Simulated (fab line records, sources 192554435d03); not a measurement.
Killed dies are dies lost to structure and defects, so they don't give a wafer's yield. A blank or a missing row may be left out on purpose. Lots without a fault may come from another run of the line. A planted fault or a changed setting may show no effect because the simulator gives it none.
A struck lot beside a sound one | flow n5_finfet | 23 steps out of a route of 1938
Sound: wafers L309.3, L309.4, L309.6. Struck: wafers L325.1, L325.3, L325.4. The cause comes at the end.
At each step with rows: each side's tool, then ch and its chambers, then its first start. Under that, the readings that differ: sound wafers | struck wafers | difference of the means | sigmas: that difference in standard deviations of wafers without a fault.
alike: readings whose means differ by less than 2 such deviations, and words and numbers that are the same on both sides. not compared: withheld readings, readings that some wafer has no value for, bounds like >300 that may hide the same value, and numbers for which the record gives no deviation and whose values overlap.
The two part at a step that has a row with sigmas, a row that says differs or no value, or rows on one side only. Numbers that don't overlap but have no deviation are shown without sigmas and don't part them. A reading that every wafer of one side lacks parts them only if that side has two wafers or more.

N5_BEOL_M4_RC_MEAS_101:
  sound on prober-01 ch 0, day 7 21:11; struck on prober-01 ch 0, day 12 13:23
  reading   | sound       | struck      | difference | sigmas
  VT_N (mV) | 252 245 248 | 257 252 254 | +6         | +2
  alike: DIBL_N, DIBL_P, IOFF_N, IOFF_P, ION_N, ION_P, SS_N, SS_P, VT_P
N5_BEOL_M5_ILD_DEP_00: deposits SiCOH lowk from DEMS/porogen, target thk 140.64 nm, time 25.9 s.
  sound on pecvd-03 ch 0,1, day 7 21:51; struck on pecvd-02 ch 0,1, day 12 14:22
  alike: heater_power_w, showerhead_plenum_p_Torr, throttle_valve_pct
then, 1 step without rows for these wafers: N5_BEOL_M5_CURE_79 (cures SiCOH lowk, time 240 s).
N5_BEOL_M5_THK_MEAS_01:
  sound on film_metro-02, day 7 22:25; struck on film_metro-01, day 12 14:56
  alike: M5_ILD_THK
N5_BEOL_M5_PECVD_70: deposits SiO2 from TEOS/O2, target thk 16 nm, time 18 s.
  sound on pecvd-02 ch 0,1, day 7 22:28; struck on pecvd-01 ch 0,1,2, day 12 14:59
  alike: heater_power_w, showerhead_plenum_p_Torr, throttle_valve_pct
N5_BEOL_M5_HM_DEP_02: deposits TiN, target thk 20 nm.
  sound on pvd_sputter-02, day 7 23:09; struck on pvd_sputter-03, day 12 15:49
  alike: throttle_valve_pct
then, 6 steps without rows for these wafers: N5_BEOL_M5_COAT_59 (time 60 s, resist thk 60 nm); N5_BEOL_M5_COAT_60 (time 60 s, resist thk 12 nm); N5_BEOL_M5_COAT_71 (time 60 s, resist thk 5 nm); N5_BEOL_M5_COAT_05 (resist thk 30 nm); N5_BEOL_M5_EBR_07; N5_BEOL_M5_SOFTBAKE_06 (time 60 s).
N5_BEOL_M5_EXPOSE_08: exposes mask M5, target cd 28 nm.
  sound on euv_scanner-02 ch 0, day 7 23:33; struck on euv_scanner-01 ch 0, day 12 16:11
  reading           | sound             | struck            | difference | sigmas
  stage_msd_nm (nm) | 0.867 0.868 0.865 | 0.826 0.825 0.826 | -0.041     | -2
  alike: mask
then, 2 steps without rows for these wafers: N5_BEOL_M5_PEB_09 (peb time 60 s); N5_BEOL_M5_DEVELOP_10 (develop time 30 s).
N5_BEOL_M5_CD_MEAS_11: target cd 27.74 nm.
  sound on cd_sem-03 ch 0, day 7 23:40; struck on cd_sem-02 ch 0, day 12 16:19
  reading    | sound             | struck            | difference | sigmas
  cd_nm (nm) | 28.60 27.80 27.59 | 27.66 27.38 27.37 | -0.53      | -2
N5_BEOL_M5_OVL_MEAS_12:
  sound on overlay-01 ch 0, day 7 23:43; struck on overlay-02 ch 0, day 12 16:21
  alike: M5_OVL
N5_BEOL_M5_INSPECT_13: inspects for defects (brightfield).
  sound on defect_inspect-02, day 7 23:46; struck on defect_inspect-02, day 12 16:25
  alike: raw_defect_count
N5_BEOL_M5_DESCUM_16: chemistry O2, time 7 s.
  sound on rie_diel-04 ch 1,3, day 7 23:48; struck on rie_diel-05 ch 0,1,3, day 12 16:55
  reading                  | sound          | struck         | difference | sigmas
  model.BEOL_M5.cd_nm (nm) | 27.8 27.8 27.8 | 27.6 27.6 27.2 | -0.3       |
  alike: drypump_motor_current_A, oes_product_au, rf_vpp_V, showerhead_plenum_p_Torr, throttle_valve_pct
  not compared: rf_hours_counter_h
N5_BEOL_M5_ETCH_72: etches underlayer in N2/H2, target depth 6.5 nm, time 5.2 s.
  sound on rie_diel-04 ch 1,3, day 7 23:50; struck on rie_diel-05 ch 0,1,3, day 12 16:58
  alike: drypump_motor_current_A, etch_rf_on_time_s, oes_product_au, rf_vpp_V, showerhead_plenum_p_Torr, throttle_valve_pct
  not compared: rf_hours_counter_h
N5_BEOL_M5_ETCH_61: etches SiARC in CF4, target depth 15.6 nm, time 26 s.
  sound on rie_diel-04 ch 1,3, day 7 23:51; struck on rie_diel-05 ch 0,1,3, day 12 16:58
  reading                  | sound    | struck         | difference | sigmas
  model.BEOL_M5.cd_nm (nm) | 28 28 28 | 27.6 27.6 27.4 | -0.5       |
  alike: drypump_motor_current_A, etch_rf_on_time_s, oes_product_au, rf_vpp_V, showerhead_plenum_p_Torr, throttle_valve_pct
  not compared: rf_hours_counter_h
N5_BEOL_M5_ETCH_62: etches SOC in N2/H2, target depth 75 nm, overetch 15 nm, time 112.5 s.
  sound on rie_diel-04 ch 1,3, day 7 23:53; struck on rie_diel-05 ch 0,1,3, day 12 17:00
  alike: drypump_motor_current_A, oes_product_au, rf_vpp_V, showerhead_plenum_p_Torr, throttle_valve_pct
  not compared: rf_hours_counter_h
-- the record jumps here: 4 days lie between the struck wafers' starts before and after (it left off in module BEOL_M5 and takes up again in module PASSIVATION, whose first step shown is number 1936 of the route) --
N5_PASSIVATION_PROBE_49:
  the record has rows for the struck wafers here (prober-01, day 16 20:09) and none for the sound ones

WHERE THEY PART
First at N5_BEOL_M4_RC_MEAS_101; last, within this record, at N5_PASSIVATION_PROBE_49.

WHY: what the simulator had put in
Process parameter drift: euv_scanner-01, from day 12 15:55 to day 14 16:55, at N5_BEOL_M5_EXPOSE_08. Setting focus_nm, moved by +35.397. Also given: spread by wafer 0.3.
